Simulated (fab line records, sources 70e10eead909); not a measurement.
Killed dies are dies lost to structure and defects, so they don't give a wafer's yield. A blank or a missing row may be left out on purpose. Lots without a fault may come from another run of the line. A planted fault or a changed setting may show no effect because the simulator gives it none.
Which tool did it? | flow nand_harc | 22 lots, 66 wafers sampled, at 6 steps of a route of 1159

WHAT THE GAUGES READ, wafer by wafer
The record holds no reading of a measuring or inspecting step that can be judged against a usual standard deviation.

WHICH TOOL RAN EACH LOT (tool, then ch and the chambers of the sampled wafers, then the start)
lot  | NHARC_A_CHANNEL_HOLE_D1_ETCH_34               | NHARC_A_CHANNEL_HOLE_D1_ETCH_16               | NHARC_A_CHANNEL_HOLE_D1_ETCH_20  | NHARC_A_CHANNEL_FILL_D1_STRIP_28   | NHARC_A_STAIRCASE_TRIM_12          | NHARC_A_STAIRCASE_ETCH_17
L075 | rie_diel-06 ch 0,2,3, day 8 06:53 or earlier  | rie_diel-06 ch 0,1,2, day 8 06:53 or earlier  | har_etch-01 ch 0,1, day 8 06:53  | rie_diel-01 ch 0,1,2, day 9 13:41  | rie_diel-11 ch 0,1,2, day 10 16:49 | rie_diel-11 ch 0,1,3, no start
L074 | rie_diel-06 ch 1,2,3, day 8 11:34 or earlier  | rie_diel-06 ch 0,2,3, day 8 11:34 or earlier  | har_etch-01 ch 0,1, day 8 11:34  | rie_diel-01 ch 0,1,3, day 9 20:18  | rie_diel-09 ch 0,1,2, day 10 22:59 | rie_diel-09 ch 0,1,3, no start
L077 | rie_diel-06 ch 0,3, day 8 20:53 or earlier    | rie_diel-06 ch 2,3, day 8 20:53 or earlier    | har_etch-01 ch 0,1, day 8 20:53  | rie_diel-01 ch 0,3, day 10 02:59   | rie_diel-09 ch 0,1, day 11 05:43   | rie_diel-09 ch 2,3, no start
L076 | rie_diel-12 ch 1,2,3, day 8 21:14 or earlier  | rie_diel-12 ch 0,1, day 8 21:14 or earlier    | har_etch-02 ch 0,1, day 8 21:14  | rie_diel-10 ch 0,1,3, day 10 02:58 | rie_diel-09 ch 2,3, day 11 05:31   | rie_diel-09 ch 2,3, no start
L078 | rie_diel-12 ch 1,2,3, day 9 02:59 or earlier  | rie_diel-12 ch 0,3, day 9 02:59 or earlier    | har_etch-02 ch 0,1, day 9 02:59  | rie_diel-10 ch 0,2, day 10 10:41   | rie_diel-09 ch 0,2, day 11 13:32   | rie_diel-08 ch 1,3, day 11 14:08
L079 | rie_diel-06 ch 0,1,2, day 9 04:50 or earlier  | rie_diel-06 ch 1,2,3, day 9 04:50 or earlier  | har_etch-01 ch 0,1, day 9 04:50  | rie_diel-01 ch 0,1,2, day 10 10:39 | rie_diel-11 ch 2,3, day 11 16:08   | rie_diel-11 ch 0,2, no start
L081 | rie_diel-06 ch 0,1,2, day 10 01:41 or earlier | rie_diel-06 ch 0,1,2, day 10 01:41 or earlier | har_etch-02 ch 0,1, day 10 01:41 | rie_diel-10 ch 0,2,3, day 11 07:26 | rie_diel-09 ch 1,2,3, day 12 10:34 | rie_diel-09 ch 1,2,3, no start
L080 | rie_diel-12 ch 0,1, day 10 02:17 or earlier   | rie_diel-12 ch 1,3, day 10 02:17 or earlier   | har_etch-01 ch 0,1, day 10 02:17 | rie_diel-05 ch 0,2,3, day 11 07:26 | rie_diel-08 ch 0,1,3, day 12 10:56 | rie_diel-08 ch 1,2,3, no start
L082 | rie_diel-06 ch 1,2,3, day 10 07:31 or earlier | rie_diel-06 ch 1,2,3, day 10 07:31 or earlier | har_etch-02 ch 0,1, day 10 07:31 | rie_diel-10 ch 1,2,3, day 11 14:05 | rie_diel-11 ch 0,1,2, day 12 16:38 | rie_diel-11 ch 0,2,3, no start
L083 | rie_diel-03 ch 0,1,3, day 10 13:39 or earlier | rie_diel-03 ch 0,2,3, day 10 13:39 or earlier | har_etch-01 ch 0,1, day 10 13:39 | rie_diel-10 ch 0,1,2, day 11 20:05 | rie_diel-11 ch 0,1,3, day 13 00:00 | rie_diel-11 ch 0,1,2, no start
L084 | rie_diel-06 ch 0,2, day 10 23:13 or earlier   | rie_diel-06 ch 0,2, day 10 23:13 or earlier   | har_etch-02 ch 1, day 10 23:13   | rie_diel-10 ch 1,2, day 12 05:04   | rie_diel-11 ch 0,2,3, day 13 09:16 | rie_diel-11 ch 2,3, no start
L088 | rie_diel-03 ch 0,2, day 11 13:23 or earlier   | rie_diel-03 ch 2,3, day 11 13:23 or earlier   | har_etch-02 ch 0,1, day 11 13:23 | rie_diel-05 ch 1,3, day 12 20:49   | rie_diel-11 ch 0,1,2, day 14 03:14 | rie_diel-11 ch 1,3, no start
L085 | rie_diel-06 ch 0,3, day 11 13:42 or earlier   | rie_diel-06 ch 1,3, day 11 13:42 or earlier   | har_etch-01 ch 0,1, day 11 13:42 | rie_diel-10 ch 0,2, day 12 20:36   | rie_diel-11 ch 0,2,3, day 14 00:20 | rie_diel-11 ch 1,3, no start
L087 | rie_diel-03 ch 1,2,3, day 11 17:32 or earlier | rie_diel-03 ch 1,2,3, day 11 17:32 or earlier | har_etch-02 ch 0,1, day 11 17:32 | rie_diel-10 ch 0,1,2, day 12 20:34 | rie_diel-11 ch 0,1,2, day 14 00:47 | rie_diel-11 ch 0,2,3, no start
L086 | rie_diel-06 ch 0,1, day 11 17:54 or earlier   | rie_diel-06 ch 0,1, day 11 17:54 or earlier   | har_etch-01 ch 0,1, day 11 17:54 | rie_diel-01 ch 0,1,2, day 12 20:32 | rie_diel-11 ch 0,2,3, day 14 00:31 | rie_diel-11 ch 1,2,3, no start
L089 | rie_diel-03 ch 0,1,2, day 11 23:25 or earlier | rie_diel-03 ch 1,2,3, day 11 23:25 or earlier | har_etch-02 ch 0,1, day 11 23:25 | rie_diel-05 ch 0,1,3, day 13 05:57 | rie_diel-09 ch 0,1,2, day 14 08:26 | rie_diel-09 ch 0,2,3, no start
L093 | rie_diel-12 ch 1,2,3, day 12 19:31 or earlier | rie_diel-12 ch 0,2,3, day 12 19:31 or earlier | har_etch-02 ch 0,1, day 12 19:31 | rie_diel-10 ch 0,1,3, day 14 01:17 | rie_diel-08 ch 1,3, day 15 03:48   | rie_diel-08 ch 1,2, no start
L091 | rie_diel-03 ch 1,2,3, day 12 23:27 or earlier | rie_diel-03 ch 0,2,3, day 12 23:27 or earlier | har_etch-01 ch 0,1, day 12 23:27 | rie_diel-10 ch 1,2,3, day 14 06:38 | rie_diel-09 ch 0,1,3, day 15 11:25 | rie_diel-09 ch 0,1,3, no start
L094 | rie_diel-12 ch 0,2,3, day 13 05:04 or earlier | rie_diel-12 ch 0,3, day 13 05:04 or earlier   | har_etch-01 ch 0,1, day 13 05:04 | rie_diel-10 ch 1,2,3, day 14 12:23 | rie_diel-08 ch 0,1,2, day 15 15:05 | rie_diel-08 ch 0,2,3, no start
L095 | rie_diel-12 ch 0,2, day 13 12:17 or earlier   | rie_diel-12 ch 1,2, day 13 12:17 or earlier   | har_etch-02 ch 0, day 13 12:17   | rie_diel-05 ch 0,3, day 14 18:19   | rie_diel-11 ch 0,1,3, day 15 20:49 | rie_diel-11 ch 0,1,2, no start
L096 | rie_diel-12 ch 0,1,2, day 13 14:10 or earlier | rie_diel-12 ch 0,2, day 13 14:10 or earlier   | har_etch-01 ch 0,1, day 13 14:10 | rie_diel-01 ch 0,1,3, day 14 18:17 | rie_diel-11 ch 0,1,2, day 15 21:09 | rie_diel-11 ch 0,1,2, no start
L097 | rie_diel-06 ch 0,1,3, day 13 16:24 or earlier | rie_diel-06 ch 0,1,2, day 13 16:24 or earlier | har_etch-02 ch 0,1, day 13 16:24 | rie_diel-10 ch 0,2,3, day 14 22:53 | rie_diel-08 ch 0,1,2, day 16 01:44 | rie_diel-08 ch 1,2,3, no start
- NHARC_A_CHANNEL_HOLE_D1_ETCH_34: etches the open film in CF4/CHF3, target depth 154 nm, time 77 s.
- NHARC_A_CHANNEL_HOLE_D1_ETCH_16: etches the open film in O2/COS, target depth 3100 nm, time 806 s.
- NHARC_A_CHANNEL_HOLE_D1_ETCH_20: etches the open film in C4F8/O2/Ar, time 361.9 s, target depth 1600 nm.
- NHARC_A_CHANNEL_FILL_D1_STRIP_28: strips in O2, time 20 s.
- NHARC_A_STAIRCASE_TRIM_12: chemistry O2, time 211.2 s.
- NHARC_A_STAIRCASE_ETCH_17: etches the open film in C4F8/O2, target depth 100 nm, time 40.5 s.

WHAT THE TOOLS THEMSELVES READ (means of the sampled wafers that have a number; where no wafer has one, the mark that the record gives instead)
NHARC_A_CHANNEL_HOLE_D1_ETCH_34.
lot  | tool        | drypump_motor_current_A (A) | oes_product_au (a.u.) | rf_vpp_V (V) | showerhead_plenum_p_Torr (Torr) | throttle_valve_pct (%)
L075 | rie_diel-06 | 5.9                         | 0.922                 | 368.9        | 1.54                            | 16.805
L074 | rie_diel-06 | 5.5                         | 0.924                 | 369.1        | 1.53                            | 16.807
L077 | rie_diel-06 | 6.0                         | 0.924                 | 369.3        | 1.54                            | 16.807
L076 | rie_diel-12 | 5.5                         | 0.923                 | 369.6        | 1.55                            | 16.807
L078 | rie_diel-12 | 5.5                         | 0.925                 | 369.7        | 1.55                            | 16.800
L079 | rie_diel-06 | 5.8                         | 0.927                 | 367.6        | 1.48                            | 16.804
L081 | rie_diel-06 | 5.8                         | 0.924                 | 367.2        | 1.48                            | 16.804
L080 | rie_diel-12 | 5.6                         | 0.958                 | 370.5        | 1.57                            | 16.817
L082 | rie_diel-06 | 5.5                         | 0.923                 | 367.8        | 1.53                            | 16.810
L083 | rie_diel-03 | 5.7                         | 0.971                 | 371.6        | 1.59                            | 16.799
L084 | rie_diel-06 | 6.2                         | 0.916                 | 367.5        | 1.48                            | 16.806
L088 | rie_diel-03 | 6.0                         | 0.961                 | 370.3        | 1.56                            | 16.800
L085 | rie_diel-06 | 5.7                         | 0.965                 | 370.8        | 1.60                            | 16.801
L087 | rie_diel-03 | 5.6                         | 0.962                 | 372.1        | 1.60                            | 16.800
L086 | rie_diel-06 | 5.9                         | 0.961                 | 367.6        | 1.49                            | 16.798
L089 | rie_diel-03 | 5.7                         | 0.972                 | 370.5        | 1.58                            | 16.798
L093 | rie_diel-12 | 5.5                         | 0.919                 | 370.3        | 1.55                            | 16.806
L091 | rie_diel-03 | 5.6                         | 0.930                 | 371.8        | 1.60                            | 16.807
L094 | rie_diel-12 | 5.9                         | 0.919                 | 368.2        | 1.53                            | 16.794
L095 | rie_diel-12 | 5.8                         | 0.925                 | 368.1        | 1.49                            | 16.803
L096 | rie_diel-12 | 5.7                         | 0.960                 | 369.0        | 1.53                            | 16.799
L097 | rie_diel-06 | 5.6                         | 0.918                 | 370.7        | 1.54                            | 16.811

NHARC_A_CHANNEL_HOLE_D1_ETCH_16.
lot  | tool        | drypump_motor_current_A (A) | oes_product_au (a.u.) | rf_vpp_V (V) | showerhead_plenum_p_Torr (Torr) | throttle_valve_pct (%)
L075 | rie_diel-06 | 5.8                         | 0.995                 | 311.6        | 2.94                            | 28.331
L074 | rie_diel-06 | 5.9                         | 1.002                 | 312.9        | 3.05                            | 28.330
L077 | rie_diel-06 | 5.8                         | 1.000                 | 313.3        | 3.04                            | 28.328
L076 | rie_diel-12 | 5.6                         | 0.995                 | 314.4        | 3.11                            | 28.338
L078 | rie_diel-12 | 6.2                         | 0.989                 | 313.9        | 3.11                            | 28.339
L079 | rie_diel-06 | 5.5                         | 0.993                 | 312.8        | 3.04                            | 28.325
L081 | rie_diel-06 | 5.8                         | 0.992                 | 311.0        | 2.94                            | 28.322
L080 | rie_diel-12 | 5.4                         | 0.995                 | 314.6        | 3.16                            | 28.328
L082 | rie_diel-06 | 5.5                         | 1.001                 | 312.9        | 3.04                            | 28.334
L083 | rie_diel-03 | 6.0                         | 1.005                 | 314.2        | 3.11                            | 28.332
L084 | rie_diel-06 | 6.2                         | 1.001                 | 311.3        | 2.94                            | 28.331
L088 | rie_diel-03 | 5.9                         | 1.009                 | 314.6        | 3.14                            | 28.330
L085 | rie_diel-06 | 5.3                         | 1.004                 | 314.1        | 3.04                            | 28.323
L087 | rie_diel-03 | 5.7                         | 1.004                 | 315.1        | 3.18                            | 28.334
L086 | rie_diel-06 | 5.9                         | 0.992                 | 311.0        | 2.94                            | 28.338
L089 | rie_diel-03 | 5.7                         | 1.003                 | 314.4        | 3.18                            | 28.331
L093 | rie_diel-12 | 5.9                         | 0.999                 | 312.4        | 3.03                            | 28.316
L091 | rie_diel-03 | 6.0                         | 0.997                 | 314.1        | 3.11                            | 28.334
L094 | rie_diel-12 | 6.1                         | 1.003                 | 313.8        | 3.11                            | 28.321
L095 | rie_diel-12 | 5.3                         | 0.999                 | 312.2        | 3.00                            | 28.331
L096 | rie_diel-12 | 5.8                         | 1.006                 | 311.8        | 2.95                            | 28.331
L097 | rie_diel-06 | 5.8                         | 0.989                 | 311.7        | 2.93                            | 28.324

NHARC_A_CHANNEL_HOLE_D1_ETCH_20.
lot  | tool        | drypump_motor_current_A (A) | showerhead_plenum_p_Torr (Torr) | throttle_valve_pct (%)
L075 | har_etch-01 | 5.4                         | 3.75                            | 32.158
L074 | har_etch-01 | 5.5                         | 3.68                            | 32.156
L077 | har_etch-01 | 5.5                         | 3.67                            | 32.147
L076 | har_etch-02 | 6.0                         | 3.87                            | 32.152
L078 | har_etch-02 | 6.1                         | 3.87                            | 32.147
L079 | har_etch-01 | 5.4                         | 3.74                            | 32.154
L081 | har_etch-02 | 6.2                         | 3.87                            | 32.157
L080 | har_etch-01 | 5.5                         | 3.67                            | 32.153
L082 | har_etch-02 | 6.2                         | 3.86                            | 32.156
L083 | har_etch-01 | 5.4                         | 3.73                            | 32.142
L084 | har_etch-02 | 6.3                         | 3.86                            | 32.150
L088 | har_etch-02 | 6.0                         | 3.86                            | 32.163
L085 | har_etch-01 | 5.5                         | 3.66                            | 32.157
L087 | har_etch-02 | 6.2                         | 3.86                            | 32.150
L086 | har_etch-01 | 5.5                         | 3.66                            | 32.164
L089 | har_etch-02 | 6.2                         | 3.85                            | 32.160
L093 | har_etch-02 | 6.2                         | 3.85                            | 32.145
L091 | har_etch-01 | 5.5                         | 3.72                            | 32.144
L094 | har_etch-01 | 5.5                         | 3.65                            | 32.156
L095 | har_etch-02 | 5.9                         | 3.85                            | 32.166
L096 | har_etch-01 | 5.5                         | 3.64                            | 32.161
L097 | har_etch-02 | 6.0                         | 3.84                            | 32.159

NHARC_A_CHANNEL_FILL_D1_STRIP_28.
lot  | tool        | drypump_motor_current_A (A) | oes_product_au (a.u.) | rf_vpp_V (V) | showerhead_plenum_p_Torr (Torr) | throttle_valve_pct (%)
L075 | rie_diel-01 | 5.6                         | 0.996                 | 57.2         | 3.46                            | 17.041
L074 | rie_diel-01 | 5.5                         | 0.991                 | 57.7         | 3.44                            | 17.035
L077 | rie_diel-01 | 5.5                         | 0.999                 | 58.0         | 3.38                            | 17.041
L076 | rie_diel-10 | 5.9                         | 1.002                 | 58.6         | 3.57                            | 17.034
L078 | rie_diel-10 | 5.9                         | 1.000                 | 57.0         | 3.53                            | 17.033
L079 | rie_diel-01 | 5.6                         | 1.001                 | 57.7         | 3.46                            | 17.044
L081 | rie_diel-10 | 6.0                         | 0.995                 | 56.9         | 3.52                            | 17.036
L080 | rie_diel-05 | 6.2                         | 0.998                 | 58.5         | 3.69                            | 17.030
L082 | rie_diel-10 | 6.2                         | 0.998                 | 57.8         | 3.54                            | 17.038
L083 | rie_diel-10 | 6.1                         | 0.998                 | 57.9         | 3.55                            | 17.035
L084 | rie_diel-10 | 6.3                         | 0.999                 | 57.6         | 3.56                            | 17.031
L088 | rie_diel-05 | 5.7                         | 0.997                 | 58.0         | 3.72                            | 17.044
L085 | rie_diel-10 | 6.2                         | 0.994                 | 58.1         | 3.50                            | 17.044
L087 | rie_diel-10 | 6.1                         | 1.003                 | 57.8         | 3.55                            | 17.036
L086 | rie_diel-01 | 5.6                         | 1.000                 | 57.0         | 3.46                            | 17.028
L089 | rie_diel-05 | 5.8                         | 0.999                 | 57.4         | 3.70                            | 17.043
L093 | rie_diel-10 | 5.9                         | 0.997                 | 58.1         | 3.57                            | 17.049
L091 | rie_diel-10 | 6.2                         | 0.999                 | 57.1         | 3.54                            | 17.029
L094 | rie_diel-10 | 6.2                         | 0.991                 | 58.0         | 3.54                            | 17.051
L095 | rie_diel-05 | 6.1                         | 1.000                 | 58.0         | 3.70                            | 17.038
L096 | rie_diel-01 | 5.5                         | 0.997                 | 57.3         | 3.44                            | 17.041
L097 | rie_diel-10 | 6.0                         | 0.995                 | 57.8         | 3.52                            | 17.035

NHARC_A_STAIRCASE_TRIM_12.
lot  | tool        | drypump_motor_current_A (A) | oes_product_au (a.u.) | rf_vpp_V (V) | showerhead_plenum_p_Torr (Torr) | throttle_valve_pct (%)
L075 | rie_diel-11 | 6.0                         | 1.003                 | 58.0         | 3.60                            | 17.039
L074 | rie_diel-09 | 5.0                         | 0.997                 | 58.9         | 3.51                            | 17.039
L077 | rie_diel-09 | 5.0                         | 0.998                 | 57.2         | 3.52                            | 17.034
L076 | rie_diel-09 | 5.3                         | 1.000                 | 57.3         | 3.36                            | 17.037
L078 | rie_diel-09 | 5.0                         | 0.998                 | 57.8         | 3.52                            | 17.030
L079 | rie_diel-11 | 6.1                         | 0.986                 | 57.1         | 3.45                            | 17.035
L081 | rie_diel-09 | 5.1                         | 0.990                 | 57.1         | 3.60                            | 17.036
L080 | rie_diel-08 | 5.8                         | 0.994                 | 57.9         | 3.46                            | 17.036
L082 | rie_diel-11 | 6.0                         | 0.992                 | 57.9         | 3.59                            | 17.042
L083 | rie_diel-11 | 6.2                         | 1.005                 | 58.0         | 3.53                            | 17.031
L084 | rie_diel-11 | 6.1                         | 0.993                 | 58.1         | 3.48                            | 17.038
L088 | rie_diel-11 | 6.0                         | 0.997                 | 57.9         | 3.59                            | 17.029
L085 | rie_diel-11 | 6.1                         | 1.000                 | 57.8         | 3.47                            | 17.039
L087 | rie_diel-11 | 6.0                         | 0.996                 | 58.2         | 3.59                            | 17.036
L086 | rie_diel-11 | 6.1                         | 0.991                 | 57.5         | 3.47                            | 17.036
L089 | rie_diel-09 | 5.0                         | 0.999                 | 57.7         | 3.50                            | 17.038
L093 | rie_diel-08 | 5.6                         | 0.995                 | 57.1         | 3.34                            | 17.039
L091 | rie_diel-09 | 5.2                         | 1.006                 | 58.1         | 3.59                            | 17.046
L094 | rie_diel-08 | 5.7                         | 1.001                 | 57.8         | 3.57                            | 17.027
L095 | rie_diel-11 | 6.2                         | 1.000                 | 57.9         | 3.51                            | 17.028
L096 | rie_diel-11 | 6.0                         | 1.001                 | 57.8         | 3.58                            | 17.027
L097 | rie_diel-08 | 5.7                         | 0.995                 | 57.1         | 3.57                            | 17.035

NHARC_A_STAIRCASE_ETCH_17.
lot  | tool        | oes_product_au (a.u.) | rf_vpp_V (V)
L075 | rie_diel-11 | 0.939                 | 895
L074 | rie_diel-09 | 0.939                 | 893
L077 | rie_diel-09 | 0.940                 | 892
L076 | rie_diel-09 | 0.929                 | 892
L078 | rie_diel-08 | 0.923                 | 891
L079 | rie_diel-11 | 0.921                 | 897
L081 | rie_diel-09 | 0.932                 | 898
L080 | rie_diel-08 | 0.926                 | 895
L082 | rie_diel-11 | 0.932                 | 895
L083 | rie_diel-11 | 0.942                 | 899
L084 | rie_diel-11 | 0.937                 | 891
L088 | rie_diel-11 | 0.932                 | 891
L085 | rie_diel-11 | 0.948                 | 896
L087 | rie_diel-11 | 0.922                 | 893
L086 | rie_diel-11 | 0.932                 | 895
L089 | rie_diel-09 | 0.933                 | 898
L093 | rie_diel-08 | 0.938                 | 900
L091 | rie_diel-09 | 0.938                 | 898
L094 | rie_diel-08 | 0.950                 | 899
L095 | rie_diel-11 | 0.942                 | 897
L096 | rie_diel-11 | 0.935                 | 898
L097 | rie_diel-08 | 0.938                 | 894

THE ANSWER, worked out from the rows above alone
Rule: what is usual is taken from the lots themselves. Put in order of their means at a reading, lots are off if they are a third of the lots or fewer, leave a main group of 4 or more, and stand apart from it by a gap of 3 or more times the standard deviation of the main group's means; of several such gaps the widest counts. A main group whose means are all the same, to the digits that the tables above print for the reading, isn't used. A lot without any number at a reading at which 4 lots or more have one is off too. The other lots that the step has rows for count as sound. The gauges are gone through in route order, then the tools' own readings, and for those a lot's mean is taken as printed above. The first step at which some lot is off is used, and at that step the reading that is off furthest; a lot without a number counts as furthest.
No lot is off at any reading shown: from this, nothing can be told.

WHAT THE SIMULATOR HAD PUT IN
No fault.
